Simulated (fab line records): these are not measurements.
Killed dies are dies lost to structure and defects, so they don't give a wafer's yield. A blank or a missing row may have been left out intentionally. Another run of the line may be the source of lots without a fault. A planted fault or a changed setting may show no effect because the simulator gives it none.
Matching of chambers / flow n5Finfet / N5_BEOL_M0_SAQP_ETCH_106 on rieDiel-04 has 4 sister chambers
The step etches SOC in N2/H2, stops on SiNx, target depth 150 nm. 22 wafers are shown with their chamber, then 11 later ones without.

== WAFERS, EACH WITH ITS CHAMBER ==
wafer=L075.1; chamber=2; showerheadPlenumPTorr (Torr)=2.73; drypumpMotorCurrentA (A)=4.8; throttleValvePct (%)=17.64
wafer=L075.2; chamber=1; showerheadPlenumPTorr (Torr)=2.62; drypumpMotorCurrentA (A)=5.1; throttleValvePct (%)=17.88
wafer=L075.3; chamber=3; showerheadPlenumPTorr (Torr)=2.41; drypumpMotorCurrentA (A)=6.0; throttleValvePct (%)=18.06
wafer=L075.4; chamber=3; showerheadPlenumPTorr (Torr)=2.41; drypumpMotorCurrentA (A)=5.9; throttleValvePct (%)=18.07
wafer=L075.5; chamber=2; showerheadPlenumPTorr (Torr)=2.73; drypumpMotorCurrentA (A)=4.7; throttleValvePct (%)=17.63
wafer=L075.6; chamber=1; showerheadPlenumPTorr (Torr)=2.62; drypumpMotorCurrentA (A)=5.1; throttleValvePct (%)=17.89
wafer=L077.2; chamber=1; showerheadPlenumPTorr (Torr)=2.62; drypumpMotorCurrentA (A)=5.1; throttleValvePct (%)=17.88
wafer=L077.3; chamber=0; showerheadPlenumPTorr (Torr)=2.49; drypumpMotorCurrentA (A)=5.4; throttleValvePct (%)=17.52
wafer=L077.5; chamber=1; showerheadPlenumPTorr (Torr)=2.62; drypumpMotorCurrentA (A)=5.1; throttleValvePct (%)=17.88
wafer=L081.3; chamber=3; showerheadPlenumPTorr (Torr)=2.41; drypumpMotorCurrentA (A)=5.9; throttleValvePct (%)=18.08
wafer=L081.5; chamber=0; showerheadPlenumPTorr (Torr)=2.49; drypumpMotorCurrentA (A)=5.4; throttleValvePct (%)=17.53
wafer=L081.6; chamber=1; showerheadPlenumPTorr (Torr)=2.62; drypumpMotorCurrentA (A)=5.1; throttleValvePct (%)=17.90
wafer=L082.1; chamber=0; showerheadPlenumPTorr (Torr)=2.49; drypumpMotorCurrentA (A)=5.4; throttleValvePct (%)=17.53
wafer=L082.2; chamber=1; showerheadPlenumPTorr (Torr)=2.62; drypumpMotorCurrentA (A)=5.1; throttleValvePct (%)=17.92
wafer=L082.5; chamber=2; showerheadPlenumPTorr (Torr)=2.72; drypumpMotorCurrentA (A)=4.7; throttleValvePct (%)=17.67
wafer=L088.2; chamber=2; showerheadPlenumPTorr (Torr)=2.72; drypumpMotorCurrentA (A)=4.7; throttleValvePct (%)=17.69
wafer=L088.3; chamber=3; showerheadPlenumPTorr (Torr)=2.40; drypumpMotorCurrentA (A)=6.0; throttleValvePct (%)=18.09
wafer=L088.5; chamber=2; showerheadPlenumPTorr (Torr)=2.72; drypumpMotorCurrentA (A)=4.7; throttleValvePct (%)=17.69
wafer=L089.2; chamber=3; showerheadPlenumPTorr (Torr)=2.40; drypumpMotorCurrentA (A)=5.9; throttleValvePct (%)=18.10
wafer=L089.5; chamber=2; showerheadPlenumPTorr (Torr)=2.71; drypumpMotorCurrentA (A)=4.8; throttleValvePct (%)=17.69
wafer=L089.6; chamber=1; showerheadPlenumPTorr (Torr)=2.61; drypumpMotorCurrentA (A)=5.1; throttleValvePct (%)=17.46
wafer=L094.3; chamber=1; showerheadPlenumPTorr (Torr)=2.61; drypumpMotorCurrentA (A)=5.1; throttleValvePct (%)=17.49

SIGNATURES, as means of the wafers listed above
reading=showerheadPlenumPTorr; chamber 0=2.4900; chamber 1=2.6175; chamber 2=2.7217; chamber 3=2.4060; scatter within a chamber=0.00554
reading=drypumpMotorCurrentA; chamber 0=5.400; chamber 1=5.100; chamber 2=4.733; chamber 3=5.940; scatter within a chamber=0.0375
reading=throttleValvePct; chamber 0=17.5267; chamber 1=17.7875; chamber 2=17.6683; chamber 3=18.0800; scatter within a chamber=0.122
Rule: distance of a wafer from a chamber = root of the sum over the readings of ((wafer's reading minus chamber's mean) / reading's scatter) squared. If the next closest chamber is less than 2 further off than the closest, the wafer can't be placed; otherwise it belongs to the closest. The scatter: the root of (the sum of the squares of (reading less its chamber's mean) over the shown wafers, divided by (wafers less chambers)).

== WAFERS WHOSE CHAMBER IS MISSING ==
wafer=L094.4; showerheadPlenumPTorr (Torr)=2.71; drypumpMotorCurrentA (A)=4.7; throttleValvePct (%)=17.71
wafer=L094.5; showerheadPlenumPTorr (Torr)=2.48; drypumpMotorCurrentA (A)=5.4; throttleValvePct (%)=17.58
wafer=L095.1; showerheadPlenumPTorr (Torr)=2.71; drypumpMotorCurrentA (A)=4.7; throttleValvePct (%)=17.73
wafer=L095.2; showerheadPlenumPTorr (Torr)=2.48; drypumpMotorCurrentA (A)=5.4; throttleValvePct (%)=17.58
wafer=L095.6; showerheadPlenumPTorr (Torr)=2.61; drypumpMotorCurrentA (A)=5.1; throttleValvePct (%)=17.47
wafer=L096.1; showerheadPlenumPTorr (Torr)=2.71; drypumpMotorCurrentA (A)=4.7; throttleValvePct (%)=17.69
wafer=L096.2; showerheadPlenumPTorr (Torr)=2.48; drypumpMotorCurrentA (A)=5.4; throttleValvePct (%)=17.58
wafer=L096.5; showerheadPlenumPTorr (Torr)=2.71; drypumpMotorCurrentA (A)=4.7; throttleValvePct (%)=17.71
wafer=L097.1; showerheadPlenumPTorr (Torr)=2.39; drypumpMotorCurrentA (A)=5.9; throttleValvePct (%)=18.12
wafer=L097.2; showerheadPlenumPTorr (Torr)=2.61; drypumpMotorCurrentA (A)=5.1; throttleValvePct (%)=17.47
wafer=L097.5; showerheadPlenumPTorr (Torr)=2.48; drypumpMotorCurrentA (A)=5.4; throttleValvePct (%)=17.59

== WHICH CHAMBER EACH ONE RAN IN ==
wafer=L094.4; from the rows above=2; in truth=2
wafer=L094.5; from the rows above=0; in truth=0
wafer=L095.1; from the rows above=2; in truth=2
wafer=L095.2; from the rows above=0; in truth=0
wafer=L095.6; from the rows above=1; in truth=1
wafer=L096.1; from the rows above=2; in truth=2
wafer=L096.2; from the rows above=0; in truth=0
wafer=L096.5; from the rows above=2; in truth=2
wafer=L097.1; from the rows above=3; in truth=3
wafer=L097.2; from the rows above=1; in truth=1
wafer=L097.5; from the rows above=0; in truth=0
Correct placement for 11 of the 11. Number that these rows cannot place: 0. Placed wrongly: 0.
